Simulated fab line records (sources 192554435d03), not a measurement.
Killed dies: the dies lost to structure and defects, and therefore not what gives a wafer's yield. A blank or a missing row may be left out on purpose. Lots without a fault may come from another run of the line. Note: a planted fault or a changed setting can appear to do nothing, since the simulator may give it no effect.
fab line records ; flow n5Finfet
[record] lots = 7; wafers = 39
route steps=1938 shown WELL_APT@47 FIN_SAQP@116 SD_EPI_P@308 HKMG_FIN@385 GATE_CUT@466 MOL_CONTACT_COAG@551 BEOL_M4@1111
startH: start of the lot's first displayed wafer, in hours after the record's first day ; waitH: how many hours have passed since the lot's step before this one ; " the same as in the row above ; L1.1+2: a single row standing in for several wafers ; - no value present, or no start provided ; * or withheld: withheld ; < > ~ a bound
route shown NAME@n: names a module that has steps shown in the file, with the first one's number in the route ; usual: mean and standard deviation over wafers with no fault ; same: alike in all rows ; chamber/n: place in a boat ; sites: the reading at each site ; _std_site: their standard deviation ; _edge_site: mean of outer sites minus mean of inner sites ; radiusMm: for every site, how far away it sits from the centre of the wafer ; mask NAME#n: copy n ; behind: the most recent tool/chamber to have shaped the wafer ; hold: why the lot was held/for how many hours/how that ended ; device: names the non-switching transistor (n, p or np) ; end of line: the tests these same wafers got at the end of their route ; for a step that has no rows: nothing shown but its recipe ; killed: dies lost to structure and defects at the first sort, not the wafer's yield ; map: dies across one wafer; x = killed, . = not, _ = none there
set.NAME: the setting that was run; set.NAME@STEP: the one run at that earlier step ; model.NAME: the simulator's own value behind a step, which no gauge read
lots with deliberately changed settings; one table per step, one row per wafer
[[steps]]
[step N5_WELL_APT_IMPLANT_31]
[recipe] species = B; energyKev = 60; doseCm2 = 1.5e+13; tiltDeg = 0; rotationDeg = 0
[step N5_FIN_SAQP_ETCH_52]
[recipe] chemistry = N2/H2; target = SOC; targetDepthA = 1000; overetchA = 200; maskMaterial = SiARC; tempC = 40; timeS = 150; ionEnergyEv = 200; pressureMtorr = 30; sourceW = 840; biasW = 150; n2FlowSccm = 200; h2FlowSccm = 200; ends = endPoint
[step N5_SD_EPI_P_ETCH_37]
[recipe] chemistry = N2/H2; target = SOC; overetchA = 1080; maskMaterial = SiARC; tempC = 40; ionEnergyEv = 100; sourceW = 3000; biasW = 133; pressureMtorr = 20; timeS = 486; n2FlowSccm = 200; h2FlowSccm = 200; ends = endPoint
[step N5_HKMG_FIN_IL_REGROW_00]
[recipe] material = SiO2; targetThkA = 7.5; chemistry = O3; tempC = withheld; timeS = 30
[step N5_GATE_CUT_ETCH_56]
[recipe] chemistry = Cl2/Ar; target = TiN; targetDepthA = 216; pressureMtorr = 10; icpW = 600; biasW = 60; Cl2_flow_sccm = 40; Ar_flow_sccm = 60
[step N5_MOL_CONTACT_COAG_SPUTTER_130]
[recipe] material = Co; targetThkA = 475; tempC = 25; chamberPressurePa = 0.5; powerW = 3000
[step N5_MOL_CONTACT_COAG_ETCH_91]
[recipe] chemistry = N2/H2; target = SOC; targetDepthA = 600; overetchA = 210; maskMaterial = SiARC; tempC = 40; timeS = 101.2; ionEnergyEv = 200; pressureMtorr = 30; sourceW = 840; biasW = 150; n2FlowSccm = 200; h2FlowSccm = 200
[step N5_BEOL_M4_RC_MEAS_101]
[usual] EOT_N = 10.50/0.088; RS_PWELL = 3002/26
lot.wafer;tool;chamber;startH;waitH;set.doseCm2@WELL_APT_IMPLANT_31;set.sourceW@FIN_SAQP_ETCH_52;set.sourceW@SD_EPI_P_ETCH_37;set.timeS@HKMG_FIN_IL_REGROW_00;set.targetDepthA@GATE_CUT_ETCH_56;set.powerW@MOL_CONTACT_COAG_SPUTTER_130;set.sourceW@MOL_CONTACT_COAG_ETCH_91;EOT_N;RS_PWELL[ohm/sq]
L075.1;prober-01;0;195.01;0.0;1.5e+13;840;2841;30;216;3000;979.6;10.43;3023
L075.2;prober-01;0;195.01;0.0;1.5e+13;840;2841;30;216;2662;979.6;10.57;3039
L075.3;prober-01;0;195.01;0.0;1.5e+13;840;2841;33.01;216;2662;840;10.50;3027
L075.4;prober-01;0;195.01;0.0;1.5e+13;840;3000;33.01;216;3000;979.6;10.56;3010
L075.5;prober-01;0;195.01;0.0;1.5e+13;840;3000;33.01;216;2662;840;10.61;3018
L075.6;prober-01;0;195.01;0.0;1.5e+13;840;3000;30;216;3000;840;10.45;3019
L080.1;prober-01;0;213.03;0.0;1.305e+13;840;3000;38.69;216;3000;840;10.77;3285
L080.2;prober-01;0;213.03;0.0;1.5e+13;764.2;3000;38.69;216;3000;840;10.84;3020
L080.3;prober-01;0;213.03;0.0;1.305e+13;840;3000;30;216;3000;840;10.44;3254
L080.4;prober-01;0;213.03;0.0;1.305e+13;764.2;3000;30;216;3000;840;10.57;3258
L080.5;prober-01;0;213.03;0.0;1.5e+13;764.2;3000;30;216;3000;840;10.62;3032
L080.6;prober-01;0;213.03;0.0;1.5e+13;840;3000;38.69;216;3000;840;10.69;3028
L082.1;prober-02;0;226.62;0.0;1.384e+13;840;3000;30;216;2579;840;10.54;3131
L082.2;prober-02;0;226.62;0.0;1.384e+13;906.6;3000;30;234.2;3000;840;10.54;3168
L082.3;prober-02;0;226.62;0.0;1.5e+13;840;3000;30;234.2;3000;840;10.62;3030
L082.4;prober-02;0;226.62;0.0;1.5e+13;840;3000;30;216;2579;840;10.56;3021
L082.5;prober-02;0;226.62;0.0;1.384e+13;906.6;3000;30;216;3000;840;10.49;3208
L082.6;prober-02;0;226.62;0.0;1.5e+13;906.6;3000;30;234.2;2579;840;10.49;3009
L085.1;prober-02;0;240.96;0.0;1.5e+13;955;2703;30;216;3145;723.8;10.31;3025
L085.2;prober-02;0;240.96;0.0;1.61e+13;840;3000;30;216;3145;840;10.41;2886
L085.3;prober-02;0;240.96;0.0;1.61e+13;955;2703;30;216;3000;840;10.43;2890
L085.4;prober-02;0;240.96;0.0;1.61e+13;955;3000;30;216;3000;723.8;10.37;2906
L085.5;prober-02;0;240.96;0.0;1.5e+13;840;3000;30;216;3145;723.8;10.40;3013
L085.6;prober-02;0;240.96;0.0;1.5e+13;840;2703;30;216;3000;840;10.33;3011
L091.1;prober-01;0;277.76;0.0;1.5e+13;939.2;3000;27.51;216;3000;787.7;10.41;3028
L091.2;prober-01;0;277.76;0.0;1.687e+13;840;3000;27.51;216;2715;840;10.33;2828
L091.3;prober-01;0;277.76;0.0;1.687e+13;840;3000;30;199.3;3000;787.7;10.58;2790
L091.4;prober-01;0;277.76;0.0;1.5e+13;840;3000;30;216;2715;787.7;10.47;3016
L091.5;prober-01;0;277.76;0.0;1.5e+13;939.2;3000;30;199.3;2715;840;10.48;3015
L091.6;prober-01;0;277.76;0.0;1.687e+13;939.2;3000;27.51;199.3;3000;840;10.44;2821
L095.1;prober-01;0;296.84;0.0;1.5e+13;840;3000;37.06;216;3000;840;10.73;2965
L095.2;prober-01;0;296.84;0.0;1.5e+13;840;3000;30;216;3000;902;10.48;2961
L095.3;prober-01;0;296.84;0.0;1.5e+13;840;3000;30;216;3000;902;10.59;2974
L095.4;prober-01;0;296.84;0.0;1.435e+13;840;3000;30;216;3000;840;10.60;3066
L095.5;prober-01;0;296.84;0.0;1.435e+13;840;3000;37.06;216;3000;840;10.64;3006
L095.6;prober-01;0;296.84;0.0;1.435e+13;840;3000;37.06;216;3000;902;10.69;3061
L096.4;prober-02;0;304.34;0.5;1.5e+13;840;3000;30;216;3000;840;10.55;3029
L096.5;prober-02;0;304.34;0.5;1.5e+13;840;3000;30;216;3000;840;10.46;3020
L096.6;prober-02;0;304.34;0.5;1.5e+13;840;3000;30;216;3000;840;10.52;2982
[[key]]
[split] step = N5_WELL_APT_IMPLANT_31; setting = doseCm2; statedAs = 1.5e+13
[response] step = N5_BEOL_M4_RC_MEAS_101; reading = RS_PWELL; slope = -17.5; per = 1%; togetherWith = all; explained = 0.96
[split] step = N5_FIN_SAQP_ETCH_52; setting = sourceW; statedAs = 840
response none clear
[split] step = N5_SD_EPI_P_ETCH_37; setting = sourceW; statedAs = 3000
response none clear
[split] step = N5_HKMG_FIN_IL_REGROW_00; setting = timeS; statedAs = 30
[response] step = N5_BEOL_M4_RC_MEAS_101; reading = EOT_N; slope = +0.00721; per = 1%; togetherWith = all; explained = 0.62
[split] step = N5_GATE_CUT_ETCH_56; setting = targetDepthA; statedAs = 216
response none clear
[split] step = N5_MOL_CONTACT_COAG_SPUTTER_130; setting = powerW; statedAs = 3000
response none clear
[split] step = N5_MOL_CONTACT_COAG_ETCH_91; setting = sourceW; statedAs = 840
response none clear
